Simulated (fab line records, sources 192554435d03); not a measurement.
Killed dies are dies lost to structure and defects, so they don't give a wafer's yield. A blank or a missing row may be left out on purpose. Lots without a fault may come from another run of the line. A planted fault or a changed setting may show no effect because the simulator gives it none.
One fault seen from 3 desks | flow n5_finfet | each desk has only its own numbers; what lay behind them comes last

THE METROLOGY DESK
What the gauges read, lot by lot, whatever tool the lot ran on: means of the sampled wafers that have a number. A lot is out of limits, marked OUT, if its mean lies more than 4 standard deviations from the usual mean; the brackets give that distance.
Columns: A = V14_OVL at N5_BEOL_M15_OVL_MEAS_11, usual -4 nm; B = cd_nm at N5_BEOL_M15_CD_MEAS_17, usual 359.9 nm
lot  | first seen here | A  | B
L330 | day 10 17:59    | -1 | 362.4
L331 | day 11 17:01    | -6 | 361.7
L333 | day 12 00:12    | 2  | 359.4
L334 | day 12 12:38    | -4 | 359.7
L335 | day 12 15:16    | 1  | 357.9
L339 | day 13 02:49    | -6 | 357.2
L340 | day 13 14:19    | -2 | 358.6
L341 | day 13 20:05    | 2  | 356.8
L342 | day 13 20:32    | -9 | 360.0
L345 | day 15 06:01    | -6 | 361.5
L349 | day 16 03:12    | -7 | 362.8
L353 | day 17 07:03    | -6 | 361.5
This desk's finding: nothing out of limits on any of the 12 lots.

THE TOOL OWNER'S DESK: cmp-02
The tool's own readings at N5_BEOL_M15_CMP_49 (polishes, stops on SiO2, t overpolish 4.9 s, target thk 850 nm): means of the sampled wafers that have a number, for each lot that ran on this tool. A lot is out of limits, marked OUT, if its mean lies more than 4 standard deviations from the usual mean; the brackets give that distance.
Columns: A = barrier_field_endpoint_s at N5_BEOL_M15_CMP_49, usual 11.33 s; B = clearing_platen_down_force_psi at N5_BEOL_M15_CMP_49, usual 2.000 psi; C = motor_current_A at N5_BEOL_M15_CMP_49, usual 8.7 A; D = overpolish_run_s at N5_BEOL_M15_CMP_49, usual 4.900 s
lot  | first seen here | A               | B     | C   | D
L330 | day 10 23:27    | 11.24           | 1.996 | 8.7 | 4.891
L335 | day 12 18:47    | 11.06           | 1.995 | 8.0 | 4.898
L339 | day 13 09:53    | 11.49           | 1.999 | 8.9 | 4.899
L340 | day 13 19:39    | 11.49           | 2.006 | 9.0 | 4.900
L342 | day 14 04:01    | 9.15 (-7.8) OUT | 1.999 | 8.8 | 4.902
L345 | day 15 12:56    | 6.29 (-18) OUT  | 2.005 | 9.3 | 4.909
This desk's finding: out of limits on L342, L345; first on L342, day 14 04:01 (barrier_field_endpoint_s at N5_BEOL_M15_CMP_49). In limits: L330, L335, L339, L340.

THE DEFECT DESK
What the inspections along the route counted, lot by lot: means of the sampled wafers that have a number. A lot is out of limits, marked OUT, if its mean lies more than 4 standard deviations from the usual mean; the brackets give that distance.
Columns: A = raw_defect_count at N5_BEOL_M15_INSPECT_30, usual 2.2
lot  | first seen here | A
L330 | day 10 19:57    | 1.7
L331 | day 11 18:38    | 2.3
L333 | day 12 01:49    | 2.0
L334 | day 12 14:08    | 3.3
L335 | day 12 17:01    | 1.7
L339 | day 13 04:25    | 1.0
L340 | day 13 15:56    | 2.7
L341 | day 13 21:35    | 2.3
L342 | day 13 22:04    | 1.5
L345 | day 15 07:31    | 3.0
L349 | day 16 04:49    | 2.0
L353 | day 17 08:37    | 1.7
This desk's finding: nothing out of limits on any of the 12 lots.

PUT TOGETHER
The tool owner's desk could have raised an alarm at day 14 04:01, on L342, L345.
The metrology desk saw nothing out of limits.
The defect desk saw nothing out of limits.
The metrology desk has L342, L345 on record, within its limits.
The defect desk has L342, L345 on record, within its limits.
Of the lots named, all ran N5_BEOL_M15_CMP_49 on cmp-02.

WHAT THE SIMULATOR HAD PUT IN
Process parameter drift: cmp-02, from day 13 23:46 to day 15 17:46, at N5_BEOL_M15_CMP_49. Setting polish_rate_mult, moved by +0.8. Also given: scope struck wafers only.
Lots struck among those shown: L342, L345.
Hours from the fault's start to each desk's first reading out of limits: the tool owner's desk, 4.
